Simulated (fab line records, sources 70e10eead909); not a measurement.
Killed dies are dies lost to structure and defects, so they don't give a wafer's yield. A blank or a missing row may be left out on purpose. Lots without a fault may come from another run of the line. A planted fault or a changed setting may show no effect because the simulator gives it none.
A struck lot beside a sound one | flow nand_harc | 42 steps out of a route of 1159
Sound: wafers L641.2, L641.5, L641.6. Struck: wafers L643.4, L643.5, L643.6. The cause comes at the end.
At each step with rows: each side's tool, then ch and its chambers, then its first start. Under that, the readings that differ: sound wafers | struck wafers | difference of the means | sigmas: that difference in standard deviations of wafers without a fault.
alike: readings whose means differ by less than 2 such deviations, and words and numbers that are the same on both sides. not compared: withheld readings, readings that some wafer has no value for, bounds like >300 that may hide the same value, and numbers for which the record gives no deviation and whose values overlap.
The two part at a step that has a row with sigmas, a row that says differs or no value, or rows on one side only. Numbers that don't overlap but have no deviation are shown without sigmas and don't part them. A reading that every wafer of one side lacks parts them only if that side has two wafers or more.

first, 11 steps without rows for these wafers: NHARC_P_ZERO_WELL_HARDBAKE_12 (time 65 s); NHARC_P_ZERO_WELL_DESCUM_13 (chemistry O2, time 3 s); NHARC_P_ZERO_WELL_ETCH_65 (etches the open film in N2/H2, target depth 80 nm, overetch 24 nm, time 87.88 s); NHARC_P_ZERO_WELL_ETCH_62 (etches the open film in CHF3/Ar, target depth 13 nm, time 6.5 s); NHARC_P_ZERO_WELL_ETCH_63 (etches the open film in HBr/Cl2, target depth 120 nm, time 40.1 s); NHARC_P_ZERO_WELL_STRIP_15 (strips in SPM, time 900 s); NHARC_P_ZERO_WELL_DEHYDRATE_16 (time 120 s); NHARC_P_ZERO_WELL_HMDS_17 (time 30 s); NHARC_P_ZERO_WELL_COAT_18; NHARC_P_ZERO_WELL_SOFTBAKE_19 (time 95 s); NHARC_P_ZERO_WELL_EBR_20.
NHARC_P_ZERO_WELL_EXPOSE_21: exposes mask P NWELL, target cd 720 nm.
  sound on krf_scanner-03 ch 0, day 4 08:28; struck on krf_scanner-02 ch 0, day 4 20:20
  reading                             | sound                | struck            | difference | sigmas
  model.P_ZERO_WELL.overlay_x_nm (nm) | -3.325 -3.325 -3.325 | 237.9 237.9 237.9 | +241.2     |
  alike: mask, reticle_temp_C
then, 27 steps without rows for these wafers: NHARC_P_ZERO_WELL_PEB_22 (peb time 85 s); NHARC_P_ZERO_WELL_DEVELOP_23 (time 70 s); NHARC_P_ZERO_WELL_HARDBAKE_25 (time 80 s); NHARC_P_ZERO_WELL_DESCUM_26 (chemistry O2, time 3 s); NHARC_P_ZERO_WELL_IMPLANT_27; NHARC_P_ZERO_WELL_IMPLANT_57; NHARC_P_ZERO_WELL_IMPLANT_58; NHARC_P_ZERO_WELL_STRIP_28 (strips in SPM, time 840 s); NHARC_P_ZERO_WELL_DEHYDRATE_29 (time 120 s); NHARC_P_ZERO_WELL_HMDS_30 (time 30 s); NHARC_P_ZERO_WELL_COAT_31; NHARC_P_ZERO_WELL_SOFTBAKE_32 (time 95 s); NHARC_P_ZERO_WELL_EBR_33; NHARC_P_ZERO_WELL_EXPOSE_34 (exposes mask P PWELL, target cd 720 nm); NHARC_P_ZERO_WELL_PEB_35 (peb time 85 s); NHARC_P_ZERO_WELL_DEVELOP_36 (time 70 s); NHARC_P_ZERO_WELL_HARDBAKE_38 (time 80 s); NHARC_P_ZERO_WELL_DESCUM_39 (chemistry O2, time 3 s); NHARC_P_ZERO_WELL_IMPLANT_40; NHARC_P_ZERO_WELL_IMPLANT_59; NHARC_P_ZERO_WELL_IMPLANT_60; NHARC_P_ZERO_WELL_STRIP_41 (strips in SPM, time 840 s); NHARC_P_ZERO_WELL_DEHYDRATE_44 (time 120 s); NHARC_P_ZERO_WELL_HMDS_45 (time 30 s); NHARC_P_ZERO_WELL_COAT_46; NHARC_P_ZERO_WELL_SOFTBAKE_47 (time 95 s); NHARC_P_ZERO_WELL_EBR_48.
-- the record jumps here: 4 days lie between the struck wafers' starts before and after (it left off in module P_ZERO_WELL and takes up again in module P_M1, whose first step shown is number 298 of the route) --
NHARC_P_M1_DESCUM_14: chemistry O2, time 3 s.
  sound on rie_diel-12 ch 0,1,2, day 8 12:07; struck on rie_diel-12 ch 1,2,3, day 9 07:36
  reading               | sound             | struck        | difference | sigmas
  model.P_M1.cd_nm (nm) | 128.9 129.8 129.2 | 131 130.7 131 | +2         |
  alike: drypump_motor_current_A, oes_product_au, rf_vpp_V, showerhead_plenum_p_Torr, throttle_valve_pct
  not compared: rf_hours_counter_h
NHARC_P_M1_ETCH_28: etches the open film in CF4/N2, target depth 30 nm, time 72.99 s.
  sound on rie_diel-08 ch 0,1; struck on rie_diel-08 ch 2,3
  reading               | sound           | struck          | difference | sigmas
  model.P_M1.cd_nm (nm) | 129.1 129.7 129 | 131 130.9 130.5 | +2         |
  alike: drypump_motor_current_A, oes_product_au, rf_vpp_V, showerhead_plenum_p_Torr, throttle_valve_pct
  not compared: rf_hours_counter_h
-- the record jumps here: 13 days lie between the struck wafers' starts before and after (it left off in module P_M1 and takes up again in module END, whose first step shown is number 1159 of the route) --
NHARC_END_SORT_01:
  sound on prober-01 ch 0, day 22 05:29; struck on prober-02 ch 0, day 22 14:46
  reading             | sound    | struck      | difference | sigmas
  killed_at_periphery | 3 0 5    | 644 641 646 | +641       | +99 or more
  killed_dies         | 23 32 23 | 677 677 677 | +651       | +59
  alike: killed_at_array, killed_at_other, killed_open, killed_short

WHERE THEY PART
Only at NHARC_END_SORT_01, within this record.

WHY: what the simulator had put in
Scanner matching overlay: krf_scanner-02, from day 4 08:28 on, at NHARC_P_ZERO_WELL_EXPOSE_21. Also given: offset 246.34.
